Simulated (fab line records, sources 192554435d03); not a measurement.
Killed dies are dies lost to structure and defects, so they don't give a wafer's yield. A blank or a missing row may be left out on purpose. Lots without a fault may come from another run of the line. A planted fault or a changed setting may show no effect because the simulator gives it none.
fab line records | flow n5_finfet
record lots=24 wafers=72 last_day=18
route steps=1938 shown MOL_CONTACT_COAG@616 BEOL_M0_SAQP@636
lots that met no fault: from a run of the same line without faults
start_h: hours from the record's first day to the start of the lot's first wafer shown | wait_h: hours since the lot's step before | " the same as in the row above | L1.1+2: a row that stands for several wafers | - no value, or no start given | * or withheld: withheld | < > ~ a bound
route shown NAME@n: a module of which the file shows steps, and the number in the route of the first | usual: mean/standard deviation of fault-free wafers | same: alike in all rows | chamber/n: place in a boat | sites: the reading at each site | _std_site: their standard deviation | _edge_site: outer sites' mean less inner sites' | radius_mm: how far each site lies from the wafer's centre | mask NAME#n: copy n | behind: the tool/chamber that last shaped the wafer | hold: why the lot was held/for how many hours/how that ended | device: the transistor (n, p or np) that didn't switch | end of line: the same wafers' tests at the end of the route | a step without rows: its recipe alone | killed: dies lost to structure and defects at the first sort, not the wafer's yield | map: a wafer's dies, x killed, . not, _ none there
set.NAME: the setting as run; set.NAME@STEP: as run at that earlier step | model.NAME: the simulator's own value behind a step, which no gauge read
steps of the route over a sample of lots; a table a step, a row a wafer
services: from which hour (start_h, from the record's first day; less than 0 if before it) a tool's chamber was out of use, for how many hours, and why
## steps
# step N5_MOL_CONTACT_COAG_ETCH_124
# recipe chemistry=CH3F/O2 target=SiNx target_depth_a=65 mask_material=SOC stop_on=SiOC over_etch_frac=0.3 ion_energy_ev=120 pressure_mtorr=30 source_w=395 bias_w=73 Ar_flow_sccm=150 CH3F_flow_sccm=30 O2_flow_sccm=20 ends=end_point
# usual drypump_motor_current_A=5.7/0.45 mfc_ar_sccm=150.0/0.43 oes_f_703_au=0.81/0.089 oes_o_777_au=0.81/0.087 oes_product_au=0.69/0.075 rf_vpp_V=296/3.2 showerhead_plenum_p_Torr=2.00/0.064 throttle_valve_pct=16.18/0.22
# same over_etch_frac=0.3
# columns lot.wafer tool chamber start_h wait_h drypump_motor_current_A mfc_ar_sccm oes_f_703_au oes_o_777_au oes_product_au rf_hours_counter_h rf_vpp_V showerhead_plenum_p_Torr throttle_valve_pct
L074.2 rie_diel-02 1 105.70 0.0 4.8 150.1 0.71 0.70 0.60 204 294 1.90 16.23
L074.3 " 2 " " 5.6 151.0 0.68 0.68 0.58 249 295 2.05 16.87
L074.6 " 3 " " 5.8 149.5 0.82 0.82 0.71 - 299 2.03 16.28
L075.1 rie_diel-01 1 110.55 0.0 5.9 149.7 0.94 0.93 0.80 9 294 1.96 16.03
L075.2 " 0 " " 6.2 150.2 0.72 0.70 0.60 236 292 2.06 16.19
L075.3 " 3 " " 6.2 150.6 0.90 0.90 0.77 21 300 2.13 15.95
L076.1 rie_diel-03 1 113.14 0.0 5.8 149.4 0.74 0.75 0.63 177 297 2.07 16.24
L076.3 " 0 " " 6.3 150.1 0.68 0.68 0.60 234 298 1.97 16.21
L076.4 " 3 " " 6.3 150.3 0.72 0.72 0.61 218 294 1.99 16.64
L077.2 rie_diel-02 1 117.12 0.0 4.8 149.8 0.70 0.71 0.60 208 295 1.90 16.24
L077.3 " 3 " " 5.9 149.7 0.81 0.82 0.70 72 299 2.03 16.30
L077.4 " 3 " " 5.8 150.3 0.81 0.81 0.70 - 300 2.03 16.29
L078.1 rie_diel-02 3 128.20 0.0 5.9 150.1 0.81 0.81 0.70 78 299 2.03 16.33
L078.2 " 1 " " 4.9 149.6 0.69 0.70 0.61 213 297 1.90 16.26
L078.5 " 1 " " 4.9 150.5 0.70 0.70 0.60 - 296 1.90 16.24
L079.2 rie_diel-02 3 130.58 0.0 5.9 150.4 0.80 0.81 0.70 79 302 2.03 16.33
L079.4 " 3 " " 5.9 150.7 0.81 0.80 0.70 - 299 2.03 16.32
L079.5 " 2 " " 5.6 149.7 1.01 1.02 0.86 - 294 2.05 16.41
L080.1 rie_diel-01 0 135.21 0.0 6.3 150.0 0.71 0.70 0.59 246 293 2.05 16.22
L080.3 " 1 " " 5.9 150.5 0.91 0.92 0.78 15 292 1.96 16.02
L080.5 " 0 " " 6.2 149.9 0.71 0.70 0.59 - 293 2.05 16.19
L081.2 rie_diel-02 2 138.79 0.0 5.6 150.3 1.00 0.99 0.85 2 296 2.05 16.41
L081.3 " 1 " " 4.8 150.0 0.70 0.70 0.60 216 296 1.90 16.26
L081.6 " 0 " " 5.5 150.3 0.82 0.82 0.69 - 296 2.02 15.92
L082.3 rie_diel-01 2 147.03 0.0 5.5 149.8 0.78 0.77 0.66 163 290 2.00 16.06
L082.4 " 2 " " 5.5 150.4 0.78 0.77 0.66 - 290 2.00 16.05
L082.5 " 1 " " 5.9 150.0 0.90 0.89 0.77 - 292 1.95 16.03
L083.3 rie_diel-01 3 154.28 0.0 6.2 150.2 0.86 0.87 0.74 39 300 2.12 15.96
L083.5 " 1 " " 5.9 149.4 0.90 0.89 0.77 - 292 1.95 16.05
L083.6 " 3 " " 6.2 149.7 0.86 0.87 0.74 - 300 2.12 15.97
L084.2 rie_diel-02 0 168.92 0.0 5.5 150.5 0.81 0.81 0.68 103 297 2.02 15.92
L084.5 " 3 " " 5.9 149.5 0.79 0.79 0.68 - 300 2.03 16.33
L084.6 " 2 " " 5.6 149.7 0.95 0.95 0.81 - 294 2.05 16.44
L086.1 rie_diel-02 0 172.82 0.0 5.5 150.1 0.81 0.80 0.69 105 295 2.02 15.93
L086.3 " 1 " " 4.8 149.0 0.69 0.69 0.59 228 297 1.90 16.26
L086.5 " 2 " " 5.6 149.9 0.96 0.95 0.81 - 294 2.05 16.44
L085.3 rie_diel-02 1 173.63 0.0 4.8 150.1 0.69 0.69 0.59 228 296 1.90 16.26
L085.4 " 3 " " 5.9 150.4 0.79 0.79 0.68 92 300 2.03 16.34
L085.6 " 2 " " 5.6 149.6 0.96 0.95 0.81 - 295 2.05 16.42
L087.2 rie_diel-02 1 175.46 0.0 4.8 150.6 0.69 0.69 0.60 229 297 1.90 16.29
L087.4 " 3 " " 5.9 150.0 0.79 0.80 0.68 - 301 2.03 16.34
L087.5 " 1 " " 4.8 150.1 0.69 0.69 0.60 - 296 1.90 16.27
L088.1 rie_diel-03 3 185.43 0.0 6.3 151.1 0.70 0.71 0.59 245 294 1.98 16.68
L088.2 " 1 " " 5.8 150.0 0.72 0.73 0.61 205 296 2.07 16.30
L088.4 " 1 " " 5.8 150.3 0.72 0.73 0.61 - 298 2.06 16.30
L089.1 rie_diel-01 2 192.51 0.0 5.6 150.0 0.76 0.75 0.65 182 290 1.99 16.08
L089.5 " 0 " " 6.2 149.8 0.95 0.94 0.80 - 294 2.05 15.76
L089.6 " 1 " " 5.9 149.6 0.88 0.86 0.74 - 295 1.95 16.06
L090.3 rie_diel-02 3 196.30 0.0 5.9 150.5 0.79 0.80 0.67 98 300 2.02 16.36
L090.5 " 0 " " 5.5 149.8 0.81 0.80 0.67 - 296 2.02 15.94
L090.6 " 3 " " 5.9 150.1 0.79 0.78 0.69 - 301 2.02 16.34
L091.1 rie_diel-01 1 203.43 0.0 5.9 149.9 0.87 0.86 0.73 43 292 1.95 16.10
L091.4 " 3 " " 6.2 149.4 0.84 0.84 0.72 59 300 2.12 16.00
L091.5 " 1 " " 5.9 150.5 0.87 0.86 0.74 - 291 1.95 16.09
L092.4 rie_diel-01 1 213.42 0.0 5.9 149.9 0.86 0.85 0.73 46 294 1.95 16.08
L092.5 " 1 " " 5.9 149.6 0.86 0.85 0.73 - 292 1.95 16.08
L092.6 " 2 " " 5.6 150.1 0.75 0.75 0.64 - 290 1.99 16.10
L093.2 rie_diel-01 3 215.70 0.0 6.2 149.6 0.83 0.83 0.71 64 298 2.11 16.02
L093.3 " 2 " " 5.6 149.7 0.76 0.75 0.64 192 290 1.99 16.12
L093.4 " 1 " " 5.9 150.2 0.86 0.85 0.73 47 294 1.95 16.09
L094.1 rie_diel-03 1 223.89 0.0 5.8 149.8 0.72 0.71 0.60 223 297 2.06 16.31
L094.4 " 2 " " 6.4 149.9 0.71 0.71 0.60 - 300 1.89 16.30
L094.5 " 1 " " 5.8 150.0 0.72 0.71 0.60 - 298 2.06 16.33
L095.2 rie_diel-01 1 225.00 0.0 5.9 150.4 0.86 0.85 0.73 50 294 1.95 16.09
L095.4 " 3 " " 6.2 149.5 0.83 0.82 0.71 68 299 2.11 16.03
L095.6 " 1 " " 5.9 150.5 0.86 0.85 0.73 - 293 1.95 16.10
L096.1 rie_diel-02 3 231.74 0.0 5.9 150.6 0.78 0.77 0.67 110 300 2.02 16.37
L096.5 " 0 " " 5.5 149.6 0.80 0.78 0.66 - 297 2.01 15.98
L096.6 " 3 " " 5.9 150.2 0.77 0.77 0.66 - 301 2.02 16.35
L097.1 rie_diel-02 0 234.50 0.0 5.5 150.3 0.79 0.78 0.67 125 295 2.01 15.96
L097.3 " 1 " " 4.8 150.3 0.68 0.68 0.58 249 296 1.89 16.32
L097.5 " 3 " " 5.8 149.6 0.77 0.77 0.67 - 299 2.02 16.37
# step N5_BEOL_M0_SAQP_PECVD_96
# recipe material=a-Si target_thk_a=450 temp_c=350 precursor=SiH4/He pressure_torr=3 rf_w=100 time_s=45.2
# usual heater_power_w=631/60 showerhead_plenum_p_Torr=5.67/0.043 throttle_valve_pct=18.3/0.53
# columns lot.wafer tool chamber start_h wait_h heater_power_w showerhead_plenum_p_Torr throttle_valve_pct
L074.2 pecvd-04 0 113.09 0.0 601 5.66 19.0
L074.3 " 1 " " 684 5.65 18.6
L074.6 " 2 " " 691 5.60 18.3
L075.1 pecvd-01 1 116.79 0.0 707 5.69 19.0
L075.2 " 2 " " 546 5.63 19.0
L075.3 " 0 " " 687 5.63 17.9
L076.1 pecvd-04 2 121.59 0.0 704 5.60 18.3
L076.3 " 0 " " 614 5.65 18.9
L076.4 " 2 " " 720 5.59 18.3
L077.2 pecvd-02 2 122.21 0.0 659 5.67 17.6
L077.3 " 1 " " 585 5.73 17.5
L077.4 " 1 " " 584 5.71 17.5
L078.1 pecvd-02 1 133.33 0.0 547 5.73 17.3
L078.2 " 2 " " 688 5.66 17.8
L078.5 " 2 " " 659 5.66 17.8
L079.2 pecvd-04 1 137.84 0.0 635 5.67 18.2
L079.4 " 2 " " 710 5.60 18.1
L079.5 " 0 " " 580 5.66 18.7
L080.1 pecvd-02 1 139.90 0.0 520 5.72 17.3
L080.3 " 2 " " 557 5.65 17.7
L080.5 " 2 " " 564 5.66 17.9
L081.2 pecvd-01 1 144.55 0.0 688 5.67 18.8
L081.3 " 0 " " 661 5.63 17.8
L081.6 " 2 " " 529 5.65 19.2
L082.3 pecvd-01 2 152.03 0.0 503 5.63 19.3
L082.4 " 2 " " 524 5.65 19.2
L082.5 " 0 " " 705 5.62 18.0
L083.3 pecvd-04 1 160.55 0.0 686 5.66 18.5
L083.5 " 0 " " 604 5.67 18.9
L083.6 " 1 " " 682 5.65 18.2
L084.2 pecvd-04 1 177.28 0.0 700 5.65 18.3
L084.5 " 2 " " 613 5.61 18.2
L084.6 " 1 " " 684 5.66 18.1
L086.1 pecvd-02 2 178.04 0.0 659 5.67 17.9
L086.3 " 1 " " 541 5.72 17.5
L086.5 " 0 " " 686 5.73 18.7
L085.3 pecvd-04 2 181.34 0.0 716 5.61 18.4
L085.4 " 0 " " 559 5.65 19.0
L085.6 " 2 " " 706 5.60 18.0
L087.2 pecvd-01 0 181.35 0.0 658 5.62 18.0
L087.4 " 0 " " 653 5.61 18.1
L087.5 " 2 " " 562 5.64 19.2
L088.1 pecvd-04 1 191.23 0.0 679 5.66 18.6
L088.2 " 2 " " 626 5.59 18.2
L088.4 " 1 " " 679 5.67 18.5
L089.1 pecvd-01 0 198.26 0.0 601 5.63 17.7
L089.5 " 2 " " 555 5.64 19.2
L089.6 " 0 " " 593 5.64 17.7
L090.3 pecvd-02 2 202.22 0.0 614 5.66 17.8
L090.5 " 2 " " 616 5.67 17.9
L090.6 " 0 " " 709 5.73 18.3
L091.1 pecvd-02 2 208.54 0.0 635 5.67 17.7
L091.4 " 1 " " 545 5.73 17.5
L091.5 " 2 " " 606 5.67 18.1
L092.4 pecvd-02 1 218.56 0.0 601 5.73 17.4
L092.5 " 0 " " 651 5.74 18.6
L092.6 " 2 " " 673 5.67 17.8
L093.2 pecvd-04 1 221.81 0.0 626 5.66 18.7
L093.3 " 2 " " 601 5.60 18.5
L093.4 " 0 " " 569 5.64 18.8
L094.1 pecvd-04 2 228.82 0.0 641 5.60 18.5
L094.4 " 1 " " 642 5.67 18.3
L094.5 " 0 " " 598 5.65 18.7
L097.1 pecvd-02 2 244.00 0.0 569 5.66 17.9
L097.3 " 0 " " 701 5.73 18.8
L097.5 " 2 " " 577 5.65 17.8
L095.2 pecvd-04 1 244.12 0.0 582 5.66 18.3
L095.4 " 1 " " 592 5.66 18.6
L095.6 " 1 " " 584 5.67 18.1
L096.1 pecvd-02 0 244.31 0.0 706 5.74 18.6
L096.5 " 1 " " 579 5.72 17.6
L096.6 " 0 " " 693 5.73 18.7
# step N5_BEOL_M0_SAQP_PECVD_04
# recipe material=a-Si target_thk_a=600 temp_c=350 precursor=SiH4/He pressure_torr=3 rf_w=100 time_s=60.2
# usual heater_power_w=631/61 showerhead_plenum_p_Torr=5.67/0.042 throttle_valve_pct=18.3/0.53
# columns lot.wafer tool chamber start_h wait_h heater_power_w showerhead_plenum_p_Torr throttle_valve_pct
L074.2 pecvd-04 0 113.17 0.0 575 5.66 19.0
L074.3 " 1 " " 667 5.67 18.4
L074.6 " 2 " " 659 5.60 18.4
L075.1 pecvd-01 1 116.87 0.0 714 5.69 18.8
L075.2 " 2 " " 485 5.65 19.2
L075.3 " 0 " " 651 5.63 17.7
L076.1 pecvd-04 2 121.68 0.0 701 5.60 18.4
L076.3 " 0 " " 608 5.65 18.7
L076.4 " 2 " " 697 5.60 18.3
L077.2 pecvd-02 2 122.30 0.0 639 5.66 17.8
L077.3 " 1 " " 591 5.74 17.6
L077.4 " 1 " " 598 5.73 17.5
L078.1 pecvd-02 1 133.41 0.0 610 5.73 17.6
L078.2 " 2 " " 589 5.65 17.7
L078.5 " 2 " " 603 5.64 17.5
L079.2 pecvd-04 1 137.93 0.0 660 5.67 18.6
L079.4 " 2 " " 613 5.61 18.2
L079.5 " 0 " " 570 5.66 18.8
L080.1 pecvd-02 1 139.99 0.0 605 5.73 17.5
L080.3 " 2 " " 660 5.66 17.6
L080.5 " 2 " " 666 5.66 17.7
L081.2 pecvd-01 1 144.63 0.0 683 5.67 18.9
L081.3 " 0 " " 654 5.64 18.1
L081.6 " 2 " " 507 5.64 19.2
L082.3 pecvd-01 2 152.12 0.0 541 5.64 18.9
L082.4 " 2 " " 543 5.65 19.1
L082.5 " 0 " " 591 5.63 17.5
L083.3 pecvd-04 1 160.64 0.0 680 5.65 18.3
L083.5 " 0 " " 558 5.66 18.9
L083.6 " 1 " " 689 5.67 18.2
L084.2 pecvd-04 1 177.36 0.0 625 5.66 18.5
L084.5 " 2 " " 689 5.62 18.6
L084.6 " 1 " " 634 5.66 18.4
L086.1 pecvd-02 2 178.12 0.0 587 5.65 17.9
L086.3 " 1 " " 612 5.72 17.5
L086.5 " 0 " " 723 5.75 18.1
L085.3 pecvd-04 2 181.42 0.0 686 5.59 18.5
L085.4 " 0 " " 598 5.65 18.8
L085.6 " 2 " " 676 5.60 18.3
L087.2 pecvd-01 0 181.43 0.0 623 5.62 17.7
L087.4 " 0 " " 638 5.62 18.1
L087.5 " 2 " " 572 5.64 19.2
L088.1 pecvd-04 1 191.36 0.0 701 5.67 18.6
L088.2 " 2 " " 662 5.62 18.3
L088.4 " 1 " " 705 5.66 18.5
L089.1 pecvd-01 0 198.34 0.0 677 5.64 17.7
L089.5 " 2 " " 489 5.63 19.0
L089.6 " 0 " " 702 5.63 17.7
L090.3 pecvd-02 2 202.30 0.0 612 5.65 17.9
L090.5 " 2 " " 611 5.65 17.7
L090.6 " 0 " " 728 5.73 18.8
L091.1 pecvd-02 2 208.62 0.0 616 5.67 17.8
L091.4 " 1 " " 551 5.72 17.4
L091.5 " 2 " " 633 5.66 17.6
L092.4 pecvd-02 1 218.66 0.0 580 5.74 17.3
L092.5 " 0 " " 740 5.72 18.5
L092.6 " 2 " " 568 5.67 17.6
L093.2 pecvd-04 1 221.90 0.0 666 5.67 18.5
L093.3 " 2 " " 668 5.60 18.3
L093.4 " 0 " " 562 5.64 18.7
L094.1 pecvd-04 2 228.91 0.0 643 5.59 18.4
L094.4 " 1 " " 602 5.67 18.3
L094.5 " 0 " " 573 5.66 18.7
L097.1 pecvd-02 2 244.09 0.0 602 5.66 17.8
L097.3 " 0 " " 708 5.72 19.0
L097.5 " 2 " " 614 5.66 17.9
L095.2 pecvd-04 1 244.25 0.0 711 5.66 18.5
L095.4 " 1 " " 679 5.68 18.5
L095.6 " 1 " " 688 5.67 18.4
L096.1 pecvd-02 0 244.39 0.0 684 5.74 18.7
L096.5 " 1 " " 557 5.72 17.4
L096.6 " 0 " " 669 5.74 18.8
# step N5_BEOL_M0_SAQP_OVL_MEAS_15
# recipe points_per_wafer=44
# usual M0_CORE_OVL=-0.5/0.68
# columns lot.wafer tool chamber start_h wait_h M0_CORE_OVL[nm]
L074.2 overlay-02 0 113.78 0.0 -0.5
L074.3 " 0 " " -0.3
L074.6 " 0 " " -1.2
L075.1 overlay-02 0 117.35 0.0 -2.0
L075.2 " 0 " " -0.8
L075.3 " 0 " " -1.6
L076.1 overlay-01 0 122.16 0.0 -0.9
L076.3 " 0 " " -0.4
L076.4 " 0 " " 0.0
L077.2 overlay-02 0 122.78 0.0 -0.5
L077.3 " 0 " " 0.2
L077.4 " 0 " " -0.2
L078.1 overlay-01 0 134.02 0.0 -0.2
L078.2 " 0 " " 0.6
L078.5 " 0 " " -0.8
L079.2 overlay-01 0 138.41 0.0 -1.1
L079.4 " 0 " " -1.3
L079.5 " 0 " " -0.8
L080.1 overlay-01 0 140.60 0.0 -0.1
L080.3 " 0 " " -0.1
L080.5 " 0 " " 0.3
L081.2 overlay-02 0 145.24 0.0 -1.1
L081.3 " 0 " " -1.8
L081.6 " 0 " " -1.3
L082.3 overlay-02 0 152.74 0.0 -1.4
L082.4 " 0 " " -0.7
L082.5 " 0 " " -1.4
L083.3 overlay-02 0 161.25 0.0 0.9
L083.5 " 0 " " 0.2
L083.6 " 0 " " -1.0
L084.2 overlay-01 0 177.97 0.0 -1.2
L084.5 " 0 " " -0.1
L084.6 " 0 " " 0.2
L086.1 overlay-02 0 178.73 0.0 -1.2
L086.3 " 0 " " -0.8
L086.5 " 0 " " -0.7
L085.3 overlay-02 0 182.03 0.0 -0.1
L085.4 " 0 " " -0.1
L085.6 " 0 " " -0.4
L087.2 overlay-02 0 182.19 0.0 0.6
L087.4 " 0 " " 0.3
L087.5 " 0 " " 0.1
L088.1 overlay-02 0 191.87 0.0 0.1
L088.2 " 0 " " -0.6
L088.4 " 0 " " 0.3
L089.1 overlay-02 0 198.95 0.0 -1.1
L089.5 " 0 " " -0.1
L089.6 " 0 " " -1.0
L090.3 overlay-01 0 202.91 0.0 0.7
L090.5 " 0 " " -0.4
L090.6 " 0 " " -0.7
L091.1 overlay-01 0 209.23 0.0 0.5
L091.4 " 0 " " -1.1
L091.5 " 0 " " -0.9
L092.4 overlay-01 0 219.24 0.0 -1.3
L092.5 " 0 " " -2.0
L092.6 " 0 " " -0.5
L093.2 overlay-02 0 222.53 0.0 -0.4
L093.3 " 0 " " -0.3
L093.4 " 0 " " 0.1
L094.1 overlay-02 0 229.51 0.0 -0.2
L094.4 " 0 " " -1.6
L094.5 " 0 " " 0.3
L097.1 overlay-02 0 244.60 0.0 -1.3
L097.3 " 0 " " -1.6
L097.5 " 0 " " -1.9
L095.2 overlay-02 0 244.91 0.0 -0.2
L095.4 " 0 " " 0.0
L095.6 " 0 " " -0.7
L096.1 overlay-02 0 245.07 0.0 -1.2
L096.5 " 0 " " -0.6
L096.6 " 0 " " -0.3
# step N5_BEOL_M0_SAQP_MANDREL1_REMOVE_100
# recipe chemistry=HBr/Cl2/O2 bt_time_s=10 target=a-Si stop_on=SiNx endpoint=OES-SiCl over_etch_frac=0.85 icp_w=600 bias_w=30 HBr_flow_sccm=150 Cl2_flow_sccm=80 O2_flow_sccm=5 pressure_mtorr=10
# usual drypump_motor_current_A=5.8/0.43 oes_o_777_au=1.014/0.021 oes_product_au=1.004/0.017 throttle_valve_pct=36.62/0.2
# same bt_time_s=10 over_etch_frac=0.85
# columns lot.wafer tool chamber start_h wait_h drypump_motor_current_A oes_o_777_au oes_product_au rf_hours_counter_h throttle_valve_pct
L074.2 rie_si-04 1 115.32 0.1 5.6 1.041 1.001 0 36.72
L074.3 " 0 " " 5.9 1.022 1.019 19 36.41
L074.6 " 3 " " 6.0 1.005 0.996 - 36.39
L075.1 rie_si-01 0 118.87 0.1 6.1 0.981 0.957 188 36.53
L075.2 " 1 " " 5.3 1.010 1.031 2 37.04
L075.3 " 3 " " 5.9 1.011 1.014 63 36.46
L076.1 rie_si-04 0 123.85 0.1 5.9 1.030 1.006 20 36.41
L076.3 " 2 " " 6.3 1.060 1.022 95 36.58
L076.4 " 2 " " 6.3 1.042 1.017 - 36.59
L077.2 rie_si-01 3 124.29 0.1 5.9 1.007 1.013 63 36.44
L077.3 " 0 " " 6.1 0.988 0.973 189 36.55
L077.4 " 0 " " 6.1 0.979 0.974 - 36.54
L078.1 rie_si-01 0 137.52 0.1 6.1 0.978 0.978 189 36.52
L078.2 " 1 " " 5.3 1.011 1.023 3 37.04
L078.5 " 0 " " 6.1 0.976 0.983 - 36.53
L079.2 rie_si-04 1 140.10 0.1 5.6 1.041 0.985 0 36.71
L079.4 " 0 " " 5.9 1.035 1.009 20 36.41
L079.5 " 1 " " 5.6 1.030 0.987 - 36.73
L080.1 rie_si-02 3 142.51 0.1 6.1 1.005 1.020 144 36.44
L080.3 " 1 " " 5.9 0.979 1.005 179 36.76
L080.5 " 3 " " 6.1 0.996 1.017 - 36.45
L081.2 rie_si-02 3 146.78 0.1 6.1 0.995 1.008 144 36.44
L081.3 " 2 " " 5.2 1.023 1.001 2 36.87
L081.6 " 1 " " 6.0 0.985 1.004 - 36.76
L082.3 rie_si-02 1 155.56 0.1 5.9 0.970 1.021 179 36.77
L082.4 " 0 " " 6.2 1.020 0.980 142 36.76
L082.5 " 3 " " 6.1 0.999 1.022 - 36.45
L083.3 rie_si-01 2 162.76 0.1 4.6 1.018 0.998 1 36.45
L083.5 " 1 " " 5.3 1.017 1.014 - 37.05
L083.6 " 0 " " 6.1 0.986 0.966 - 36.53
L084.2 rie_si-04 0 180.08 0.1 5.9 1.029 1.021 21 36.40
L084.5 " 2 " " 6.3 1.051 1.033 - 36.58
L084.6 " 3 " " 6.0 1.000 1.004 - 36.39
L086.1 rie_si-02 1 180.49 0.1 5.9 0.986 1.006 179 36.77
L086.3 " 0 " " 6.2 1.032 0.964 142 36.76
L086.5 " 2 " " 5.2 1.038 1.013 - 36.89
L085.3 rie_si-01 1 183.54 0.1 5.3 1.014 1.007 4 37.06
L085.4 " 2 " " 4.7 1.012 0.999 1 36.46
L085.6 " 3 " " 5.9 1.003 1.009 - 36.46
L087.2 rie_si-04 3 183.79 0.1 6.0 0.999 1.002 24 36.42
L087.4 " 0 " " 5.9 1.033 1.012 21 36.41
L087.5 " 2 " " 6.2 1.046 1.023 - 36.60
L088.1 rie_si-02 1 193.96 0.1 5.9 0.983 1.004 180 36.78
L088.2 " 2 " " 5.2 1.031 1.011 3 36.88
L088.4 " 3 " " 6.1 1.000 1.016 145 36.43
L089.1 rie_si-02 1 200.46 0.1 5.9 0.987 1.011 180 36.77
L089.5 " 2 " " 5.2 1.029 1.007 - 36.88
L089.6 " 3 " " 6.1 0.996 1.022 - 36.46
L090.3 rie_si-02 2 204.54 0.1 5.2 1.035 1.011 4 36.89
L090.5 " 1 " " 5.9 0.980 0.999 - 36.76
L090.6 " 0 " " 6.2 1.024 0.976 - 36.74
L091.1 rie_si-04 3 210.85 0.1 6.0 0.998 1.004 24 36.40
L091.4 " 2 " " 6.2 1.042 1.023 97 36.59
L091.5 " 2 " " 6.2 1.050 1.032 - 36.59
L092.4 rie_si-01 0 221.70 0.1 6.1 0.985 0.977 0 36.54
L092.5 " 2 " " 4.6 1.012 0.990 - 36.46
L092.6 " 3 " " 5.9 1.007 1.007 - 36.44
L093.2 rie_si-04 1 224.15 0.1 5.6 1.035 0.983 2 36.71
L093.3 " 2 " " 6.2 1.050 1.014 97 36.59
L093.4 " 3 " " 6.0 1.005 1.000 25 36.39
L094.1 rie_si-01 2 231.15 0.1 4.7 1.017 1.002 2 36.47
L094.4 " 1 " " 5.3 1.011 1.023 5 37.05
L094.5 " 2 " " 4.7 1.025 0.996 - 36.46
L097.1 rie_si-02 0 248.23 0.1 6.2 1.014 0.976 143 36.75
L097.3 " 3 " " 6.1 0.987 1.023 146 36.45
L097.5 " 2 " " 5.2 1.026 1.013 - 36.88
L095.2 rie_si-04 3 248.53 0.1 6.0 1.008 0.991 25 36.40
L095.4 " 1 " " 5.6 1.032 0.999 2 36.72
L095.6 " 2 " " 6.2 1.055 1.018 - 36.57
L096.1 rie_si-01 3 248.56 0.1 5.9 1.014 1.019 65 36.45
L096.5 " 1 " " 5.3 1.013 1.027 - 37.02
L096.6 " 0 " " 6.1 0.978 0.978 - 36.52
# step N5_BEOL_M0_SAQP_RECESS_109
# recipe chemistry=HF/NH3 target=SiO2 target_depth_a=30 afs_cycles=1 temp_c=30 sublimation_temp_c=180 sublimation_time_s=60
# usual drypump_motor_current_A=6.1/0.33
# columns lot.wafer tool chamber start_h wait_h drypump_motor_current_A
L074.2 vapor_etch-02 0 116.30 0.0 6.4
L074.3 " 1 " " 5.6
L074.6 " 0 " " 6.4
L075.1 vapor_etch-01 0 119.85 0.0 6.3
L075.2 " 1 " " 5.9
L075.3 " 0 " " 6.3
L076.1 vapor_etch-02 1 125.00 0.0 5.6
L076.3 " 1 " " 5.6
L076.4 " 0 " " 6.5
L077.2 vapor_etch-02 1 125.27 0.0 5.6
L077.3 " 1 " " 5.6
L077.4 " 0 " " 6.5
L078.1 vapor_etch-01 1 138.87 0.0 5.9
L078.2 " 0 " " 6.3
L078.5 " 1 " " 5.9
L079.2 vapor_etch-01 1 141.07 0.0 5.9
L079.4 " 1 " " 5.9
L079.5 " 1 " " 5.9
L080.1 vapor_etch-01 1 143.61 0.2 5.9
L080.3 " 1 " " 5.9
L080.5 " 0 " " 6.3
L081.2 vapor_etch-02 1 147.85 0.0 5.6
L081.3 " 1 " " 5.6
L081.6 " 1 " " 5.6
L082.3 vapor_etch-01 0 156.58 0.1 6.2
L082.4 " 1 " " 5.9
L082.5 " 0 " " 6.2
L083.3 vapor_etch-01 1 163.99 0.1 5.9
L083.5 " 1 " " 5.9
L083.6 " 0 " " 6.2
L084.2 vapor_etch-02 1 181.06 0.0 5.6
L084.5 " 1 " " 5.6
L084.6 " 0 " " 6.4
L086.1 vapor_etch-02 0 181.47 0.0 6.5
L086.3 " 0 " " 6.4
L086.5 " 0 " " 6.5
L085.3 vapor_etch-01 1 184.67 0.2 5.9
L085.4 " 0 " " 6.3
L085.6 " 1 " " 5.9
L087.2 vapor_etch-01 0 185.13 0.3 6.3
L087.4 " 1 " " 5.9
L087.5 " 1 " " 5.8
L088.1 vapor_etch-02 1 195.26 0.0 5.6
L088.2 " 0 " " 6.4
L088.4 " 0 " " 6.4
L089.1 vapor_etch-02 0 201.44 0.0 6.5
L089.5 " 0 " " 6.5
L089.6 " 1 " " 5.6
L090.3 vapor_etch-01 1 205.56 0.1 5.9
L090.5 " 0 " " 6.3
L090.6 " 1 " " 5.9
L091.1 vapor_etch-02 0 211.90 0.0 6.5
L091.4 " 1 " " 5.6
L091.5 " 0 " " 6.5
L092.4 vapor_etch-02 0 222.76 0.1 6.5
L092.5 " 1 " " 5.6
L092.6 " 0 " " 6.5
L093.2 vapor_etch-02 1 225.30 0.0 5.6
L093.3 " 1 " " 5.6
L093.4 " 0 " " 6.5
L094.1 vapor_etch-01 0 232.46 0.1 6.3
L094.4 " 1 " " 5.9
L094.5 " 0 " " 6.3
L097.1 vapor_etch-01 1 249.36 0.1 5.9
L097.3 " 0 " " 6.2
L097.5 " 1 " " 5.9
L095.2 vapor_etch-02 1 249.61 0.0 5.6
L095.4 " 0 " " 6.5
L095.6 " 1 " " 5.6
L096.1 vapor_etch-01 1 249.69 0.0 5.9
L096.5 " 0 " " 6.3
L096.6 " 1 " " 5.9
## services
# columns tool chamber start_h hours kind
rie_si-04 0 91.66 9.6 repair
rie_si-01 2 97.63 53.2 repair
rie_si-02 - 98.57 0.3 repair
rie_diel-02 2 108.20 - clean
rie_diel-02 2 108.20 - consumable_replace:focus_ring
rie_diel-02 2 108.20 21.8 scheduled_down
rie_diel-02 2 108.20 21.8 vent_cycle
rie_si-04 1 118.55 12.5 repair
rie_diel-01 1 121.69 7.3 repair
pecvd-02 2 152.88 5.5 scheduled_down
rie_diel-02 3 152.96 1.8 repair
pecvd-04 - 154.32 2.8 pm
pecvd-02 0 158.34 4.6 scheduled_down
rie_diel-03 0 165.62 14.4 repair
rie_diel-01 1 172.82 7.6 repair
pecvd-02 1 173.68 2.1 scheduled_down
rie_diel-02 0 174.77 2.9 repair
rie_si-01 1 184.56 6.1 repair
pecvd-04 0 190.36 5.5 scheduled_down
rie_si-02 - 198.43 0.5 repair
rie_diel-01 3 225.93 4.2 repair
pecvd-04 2 234.50 16.5 scheduled_down
rie_diel-02 1 238.88 - clean
rie_diel-02 1 238.88 - consumable_replace:focus_ring
## key
fault none
